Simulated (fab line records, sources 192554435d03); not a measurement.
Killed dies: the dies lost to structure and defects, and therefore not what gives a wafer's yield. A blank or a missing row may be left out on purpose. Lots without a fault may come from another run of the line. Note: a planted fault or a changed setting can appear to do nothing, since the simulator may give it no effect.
A lot that was struck, set against a sound lot | flow n5 finfet | 41 steps out of a route of 1938
Sound: the wafers L384.3, L384.4, L384.6. Wafers L392.1, L392.2, L392.5 were the ones struck. The cause comes at the end.
Order at every step that has rows: each side's tool, ch and its chambers, its first start. Under that, the readings that differ: sound wafers | struck wafers | difference of the means | sigmas: that difference in standard deviations of wafers without a fault.
alike: words and numbers the same on both sides, and readings whose means are apart by under 2 such deviations; not compared: readings that were withheld, readings missing a value for some wafer, numbers with overlapping values and no deviation given by the record, and bounds like >300 which may hide the same value.
A row with sigmas, a row that says differs or no value, or rows on one side alone: a step with any of these is where the two part. Non-overlapping numbers with no deviation appear without sigmas and do not part them. A reading missing from all wafers of one side parts the sides only when that side holds two or more wafers.

first, 12 steps without rows for these wafers: N5_BEOL_M4_SURFACE_TREAT_85; N5_BEOL_M4_CVD_47 (deposits Co from CCTBA/H2, target thk 3 nm, time 223.8 s); N5_BEOL_M4_SPUTTER_48 (material Cu, target thk 4.5 nm, time 8.29 s); N5_BEOL_M4_ANNEAL_49 (time 240 s); N5_BEOL_M4_SPUTTER_79 (material Cu, target thk 4.5 nm, time 8.29 s); N5_BEOL_M4_ANNEAL_80 (time 240 s); N5_BEOL_M4_SPUTTER_81 (material Cu, target thk 4.5 nm, time 8.29 s); N5_BEOL_M4_ANNEAL_82 (time 240 s); N5_BEOL_M4_SPUTTER_86 (material Cu, target thk 4.5 nm, time 8.29 s); N5_BEOL_M4_ANNEAL_87 (time 240 s); N5_BEOL_M4_SPUTTER_88 (material Cu, target thk 4.5 nm, time 8.29 s); N5_BEOL_M4_ANNEAL_89 (time 240 s).
N5_BEOL_M4_SPUTTER_90: material Cu, target thk 4.5 nm, time 8.29 s.
  sound on pvd sputter-02 at day 11 10:44; struck on pvd sputter-03 at day 12 23:05
  alike: chuck sensor temp C, throttle valve pct
then, 1 step without rows for these wafers: N5_BEOL_M4_ANNEAL_91 (time 240 s).
N5_BEOL_M4_SPUTTER_92: material Cu, target thk 4.5 nm, time 8.29 s.
  sound on pvd sputter-02 at day 11 10:58; struck on pvd sputter-03 at day 12 23:19
  alike: chuck sensor temp C, throttle valve pct
N5_BEOL_M4_ANNEAL_93: time 240 s.
  sound on pvd sputter-02 at day 11 11:02; struck on pvd sputter-03 at day 12 23:23
  alike: heater power w
then, 2 steps without rows for these wafers: N5_BEOL_M4_SPUTTER_94 (material Cu, target thk 4.5 nm, time 8.29 s); N5_BEOL_M4_ANNEAL_95 (time 240 s).
N5_BEOL_M4_SPUTTER_96: material Cu, target thk 4.5 nm, time 8.29 s.
  sound on pvd sputter-02 at day 11 11:24; struck on pvd sputter-03 at day 12 23:45
  alike: chuck sensor temp C, throttle valve pct
then, 1 step without rows for these wafers: N5_BEOL_M4_ECD_50 (material Cu, target thk 300 nm).
N5_BEOL_M4_ANNEAL_51: time 90 s.
  sound on rtp anneal-02 ch 0, day 11 11:41; struck on rtp anneal-02 ch 0, day 12 23:56
  alike: wafer_temp_C_max
then, 5 steps without rows for these wafers: N5_BEOL_M4_CMP_52 (polishes, stops on SiOC, t overpolish 6.8 s, target thk 40 nm); N5_BEOL_M4_PRE_CLEAN_60 (time 15 s); N5_BEOL_M4_CO_CAP_55 (material Co, precursor CCTBA/H2, target thk 2 nm, time 102.1 s); N5_BEOL_M4_PRE_CLEAN_56 (time 15 s); N5_BEOL_M4_DEP_57 (deposits SiCN from 3MS/NH3, target thk 8 nm, time 14 s).
N5_BEOL_M4_RS_MEAS_58: measurement is done with a four-point probe.
  sound on film metro-01 at day 11 12:27; struck on film metro-02 at day 13 00:48
  alike: M4_RS
N5_BEOL_M4_RC_MEAS_101:
  sound on prober-02 ch 0, day 11 12:49; struck on prober-01 ch 0, day 13 00:51
  alike: DIBL_N, DIBL_P, IOFF_N, IOFF_P, ION_N, ION_P, SS_N, SS_P, VT_N, VT_P
then, 2 steps without rows for these wafers: N5_BEOL_M5_ILD_DEP_00 (deposits SiCOH lowk from DEMS/porogen, target thk 140.64 nm, time 25.9 s); N5_BEOL_M5_CURE_79 (cures SiCOH lowk, time 240 s).
N5_BEOL_M5_THK_MEAS_01:
  sound on film metro-01 at day 11 14:32; struck on film metro-02 at day 13 02:23
  alike: M5_ILD_THK
then, 1 step without rows for these wafers: N5_BEOL_M5_PECVD_70 (deposits SiO2 from TEOS/O2, target thk 16 nm, time 18 s).
N5_BEOL_M5_HM_DEP_02: deposits TiN, target thk 20 nm.
  sound on pvd sputter-03 at day 11 14:54; struck on pvd sputter-03 at day 13 03:35
  alike: throttle valve pct
then, 7 steps without rows for these wafers: N5_BEOL_M5_COAT_59 (time 60 s, resist thk 60 nm); N5_BEOL_M5_COAT_60 (time 60 s, resist thk 12 nm); N5_BEOL_M5_COAT_71 (time 60 s, resist thk 5 nm); N5_BEOL_M5_COAT_05 (resist thk 30 nm); N5_BEOL_M5_EBR_07; N5_BEOL_M5_SOFTBAKE_06 (time 60 s); N5_BEOL_M5_EXPOSE_08 (exposes mask M5, target cd 28 nm).
-- a jump in the record: the struck wafers' starts before and after are 5 days apart (it breaks off in module BEOL_M5 and resumes in module PASSIVATION, where the first step shown is number 1936 of the route) --
N5_PASSIVATION_PROBE_49:
  rows exist in the record for the struck wafers here (prober-02, day 17 22:56), but not for the sound ones

== WHERE THEY PART ==
N5_PASSIVATION_PROBE_49 only, going by this record.

WHY: what had been put in by the simulator
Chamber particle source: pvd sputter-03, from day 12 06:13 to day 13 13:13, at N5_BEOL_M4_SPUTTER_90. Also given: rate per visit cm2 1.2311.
